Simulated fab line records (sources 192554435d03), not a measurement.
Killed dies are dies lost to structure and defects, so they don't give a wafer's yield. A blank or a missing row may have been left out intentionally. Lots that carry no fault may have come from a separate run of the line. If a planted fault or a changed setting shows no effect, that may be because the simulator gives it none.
Matching of chambers :: flow n5 finfet :: N5_BEOL_M5_ALD_86 on ald metal-03 has 4 sister chambers
The step deposits TaN, pulse time 2 s, purge time 3 s, co reactant purge time 2 s. 8 wafers are shown with their chamber, then 9 later ones without.

== WAFERS, EACH WITH ITS CHAMBER ==
wafer: L075.1
chamber: 2
heater power outer w (W): 243
heater power w (W): 426

wafer: L078.6
chamber: 0
heater power outer w (W): 236
heater power w (W): 446

wafer: L085.1
chamber: 2
heater power outer w (W): 250
heater power w (W): 450

wafer: L085.3
chamber: 1
heater power outer w (W): 191
heater power w (W): 369

wafer: L085.4
chamber: 3
heater power outer w (W): 197
heater power w (W): 357

wafer: L091.1
chamber: 3
heater power outer w (W): 205
heater power w (W): 367

wafer: L091.4
chamber: 0
heater power outer w (W): 243
heater power w (W): 442

wafer: L091.6
chamber: 1
heater power outer w (W): 196
heater power w (W): 369

== WAFERS WHOSE CHAMBER IS MISSING ==
wafer: L092.1
heater power outer w (W): 242
heater power w (W): 440

wafer: L092.4
heater power outer w (W): 201
heater power w (W): 360

wafer: L092.5
heater power outer w (W): 202
heater power w (W): 357

wafer: L095.2
heater power outer w (W): 236
heater power w (W): 451

wafer: L095.3
heater power outer w (W): 199
heater power w (W): 363

wafer: L095.4
heater power outer w (W): 251
heater power w (W): 443

wafer: L096.1
heater power outer w (W): 245
heater power w (W): 448

wafer: L096.4
heater power outer w (W): 205
heater power w (W): 364

wafer: L096.5
heater power outer w (W): 205
heater power w (W): 359

== EACH ONE'S CHAMBER ==
wafer: L092.1
from the rows above: can't be placed: 0 or 2
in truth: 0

wafer: L092.4
from the rows above: can't be placed: 3 or 1
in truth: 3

wafer: L092.5
from the rows above: can't be placed: 3 or 1
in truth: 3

wafer: L095.2
from the rows above: can't be placed: 0 or 2
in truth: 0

wafer: L095.3
from the rows above: can't be placed: 3 or 1
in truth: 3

wafer: L095.4
from the rows above: can't be placed: 2 or 0
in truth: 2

wafer: L096.1
from the rows above: can't be placed: 2 or 0
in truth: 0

wafer: L096.4
from the rows above: can't be placed: 3 or 1
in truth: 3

wafer: L096.5
from the rows above: can't be placed: 3 or 1
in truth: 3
Correct placement for 0 of the 9. Unplaceable from these rows: 9, with the true chamber sitting among the candidates in 9. Placed wrongly: 0.
How it was worked out, from the rows above alone: a wafer's distance from a chamber is the root of the sum, over the readings, of the square of ((its reading less the chamber's mean) divided by the reading's scatter). If the next closest chamber is less than 2 further off than the closest, the wafer can't be placed; otherwise it belongs to the closest. The mean given for a chamber averages the wafers shown for that chamber. The scatter is the square root of a quotient: the sum, over the shown wafers, of each reading's squared deviation from its chamber's mean, divided by wafers minus chambers.
